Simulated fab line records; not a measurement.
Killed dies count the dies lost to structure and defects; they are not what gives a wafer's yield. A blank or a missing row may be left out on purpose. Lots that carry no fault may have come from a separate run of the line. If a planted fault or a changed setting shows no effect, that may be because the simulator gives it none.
A struck lot beside a sound one || flow n5-finfet || 42 out of 1938 route steps
Sound: these wafers, L467.3, L467.5, L467.6. Struck: wafer L462.3 (left out: L462.1, a lot-mate that was not struck); the cause follows at the end.
For every step that has rows: the tool of each side, followed by ch and its chambers, followed by its first start. Under that, the readings that differ: sound wafers || struck wafers || difference of the means || sigmas: that difference in standard deviations of wafers without a fault.
alike: same words and numbers on both sides, and readings whose means sit less than 2 such deviations apart. not compared: any withheld reading, any reading some wafer has no value for, any bound like >300 that may hide the same value, and any number with overlapping values for which the record gives no deviation.
Wherever a step has rows on one side only, a row that says differs or no value, or a row with sigmas, the two part there. When numbers do not overlap yet have no deviation, they are printed without sigmas and do not part them. A reading missing from all wafers of one side parts the sides only when that side holds two or more wafers.

first, 12 steps without rows for these wafers: N5_SD_EPI_N_STRIP_36 (strips in N2/H2); N5_SD_EPI_N_ETCHBACK_44 (etches SiNx in CH3F/O2, stops on SiO2, target depth 14.5 nm); N5_SD_EPI_N_ETCH_45 (etches SiOCN in CH3F/O2, target depth 6 nm); N5_SD_EPI_N_ETCH_16 (etches SiO2 in CHF3/O2, target depth 5 nm); N5_SD_EPI_N_STRIP_47 (strips in CHF3/O2); N5_SD_EPI_N_SD_RECESS_17 (chemistry HBr/Cl2/O2, target depth 41 nm, time 23.7 s, bt time 3 s); N5_SD_EPI_N_STRIP_38 (strips in N2/H2); N5_SD_EPI_N_WET_ETCH_43 (etches SiO2 in dHF, time 14 s, target depth 1.5 nm); N5_SD_EPI_N_STRIP_18 (strips in SPM, time 750 s); N5_SD_EPI_N_SRD_20 (time 30 s); N5_SD_EPI_N_PRECLEAN_48 (cleans in NF3:NH3, afs cycles 2, time 20 s, sublimation time 60 s); N5_SD_EPI_N_VAPOR_ETCH_50 (etches Si in HCl, time 54 s).
N5_SD_EPI_N_EPI_21: deposits Si:P, time 690 s.
  sound on epi-rpcvd-03 ch 0, day 8 15:35; struck on epi-rpcvd-02 ch 0, day 7 13:47
{"reading": "epi-growth-time-s (s)", "sound": "690 690 690", "struck": 742.8, "difference": "+52.8", "sigmas": ""}
{"reading": "model.Si-P_of_SD_EPI_N_EPI_21.thk-nm (nm)", "sound": "59 58.6 59.4", "struck": 61.8, "difference": "+2.8", "sigmas": ""}
N5_SD_EPI_N_EPI_MEAS_23:
  sound on film-metro-02 at day 8 17:07; struck on film-metro-02 at day 7 16:04
{"reading": "thk-nm (nm)", "sound": "58.5 59.1 57.9", "struck": 62.5, "difference": "+4.0", "sigmas": "+3"}
then, 24 steps without rows for these wafers: N5_SD_EPI_N_PRECLEAN_24 (cleans in O3/DIW, time 60 s); N5_SD_EPI_N_SRD_25 (time 30 s); N5_SD_EPI_N_PRECLEAN_49 (cleans in NF3:NH3, afs cycles 1, time 20 s, sublimation time 60 s); N5_SD_EPI_N_LINER_46 (material SiNx, target thk 3 nm); N5_SD_EPI_P_COAT_34 (time 60 s, resist thk 350 nm); N5_SD_EPI_P_COAT_35 (time 60 s, resist thk 35 nm); N5_SD_EPI_P_COAT_03 (resist thk 150 nm); N5_SD_EPI_P_EBR_05; N5_SD_EPI_P_SOFTBAKE_04 (time 60 s); N5_SD_EPI_P_EXPOSE_06 (exposes mask SD P BLK, target cd 240 nm); N5_SD_EPI_P_PEB_07 (peb time 60 s); N5_SD_EPI_P_DEVELOP_08 (develop time 30 s); N5_SD_EPI_P_DESCUM_14 (chemistry O2, time 7.9 s); N5_SD_EPI_P_ETCH_36 (etches SiARC in CF4, target depth 45.5 nm, time 75.8 s); N5_SD_EPI_P_ETCH_37 (etches SOC in N2/H2, overetch 108 nm, time 486 s); N5_SD_EPI_P_STRIP_38 (strips in N2/H2); N5_SD_EPI_P_ETCHBACK_46 (etches SiNx in CH3F/O2, stops on SiO2, target depth 17.5 nm); N5_SD_EPI_P_ETCH_47 (etches SiOCN in CH3F/O2, target depth 25 nm); N5_SD_EPI_P_ETCH_16 (etches SiO2 in CHF3/O2, target depth 5 nm); N5_SD_EPI_P_STRIP_50 (strips in CHF3/O2); N5_SD_EPI_P_SD_RECESS_17 (chemistry HBr/Cl2/O2, target depth 39.1 nm, bt time 3 s); N5_SD_EPI_P_WET_ETCH_45 (etches SiO2 in dHF, time 10.7 s, target depth 2 nm, rinse time 30 s); N5_SD_EPI_P_STRIP_40 (strips in N2/H2); N5_SD_EPI_P_PRECLEAN_52 (cleans in O3/DIW, time 60 s).
N5_SD_EPI_P_PRECLEAN_24: cleans in O3/DIW, time 45 s.
  sound on wet-bench-04 ch 1,3,5, day 8 22:32; struck on wet-bench-02 ch 4, day 7 20:43
{"reading": "model.Si-P_of_SD_EPI_N_EPI_21.thk-nm (nm)", "sound": "58.2 57.8 58.6", "struck": 61, "difference": "+3", "sigmas": ""}
N5_SD_ACTIVATION_RS_MEAS_03: measures by four-point-probe.
  sound on film-metro-01 at day 8 23:05; struck on film-metro-01 at day 7 21:13
{"reading": "RS_SD_N (ohm/sq)", "sound": "21.8 22.1 21.5", "struck": 20.7, "difference": -1.1, "sigmas": -3}
  alike: RS_SD_P
-- here the record skips 7 days between the struck wafers' starts before and after, leaving off in module SD_ACTIVATION and picking up in module BEOL_M4 (first step shown: number 1111 of the route) --
N5_BEOL_M4_RC_MEAS_101:
  sound on prober-02 ch 0, day 14 22:01; struck on prober-01 ch 0, day 14 10:40
{"reading": "DIBL_N (mV/V)", "sound": "31.3 30.9 33.4", "struck": 39.6, "difference": "+7.7", "sigmas": "+4"}
{"reading": "DIBL_P (mV/V)", "sound": "31.4 31.4 34.2", "struck": 37.6, "difference": "+5.3", "sigmas": "+2"}
{"reading": "IOFF_N (nA/um)", "sound": "0.09 0.09 0.12", "struck": 0.20, "difference": "+0.10", "sigmas": "+3"}
{"reading": "IOFF_P (nA/um)", "sound": "0.12 0.12 0.14", "struck": 0.22, "difference": "+0.09", "sigmas": "+3"}
{"reading": "ION_N (uA/um)", "sound": "643 644 659", "struck": 684, "difference": "+35", "sigmas": "+3"}
{"reading": "ION_P (uA/um)", "sound": "437 437 441", "struck": 458, "difference": "+20", "sigmas": "+3"}
{"reading": "RS_SD_N (ohm/sq)", "sound": "28.5 28.3 27.9", "struck": 26.9, "difference": -1.3, "sigmas": -3}
{"reading": "VT_N (mV)", "sound": "258 260 257", "struck": 245, "difference": -13, "sigmas": -4}
{"reading": "VT_P (mV)", "sound": "-261 -263 -262", "struck": -251, "difference": "+11", "sigmas": "+3"}
  alike: SS_N, SS_P
-- here the record skips 5 days between the struck wafers' starts before and after, leaving off in module BEOL_M4 and picking up in module PASSIVATION (first step shown: number 1936 of the route) --
N5_PASSIVATION_PROBE_49:
  the record has rows for the struck wafers here (prober-02, day 19 02:46) and none for the sound ones

## WHERE THEY PART
At N5_SD_EPI_N_EPI_MEAS_23 first; at N5_PASSIVATION_PROBE_49 last (within this record only).

WHY: what had been put in by the simulator
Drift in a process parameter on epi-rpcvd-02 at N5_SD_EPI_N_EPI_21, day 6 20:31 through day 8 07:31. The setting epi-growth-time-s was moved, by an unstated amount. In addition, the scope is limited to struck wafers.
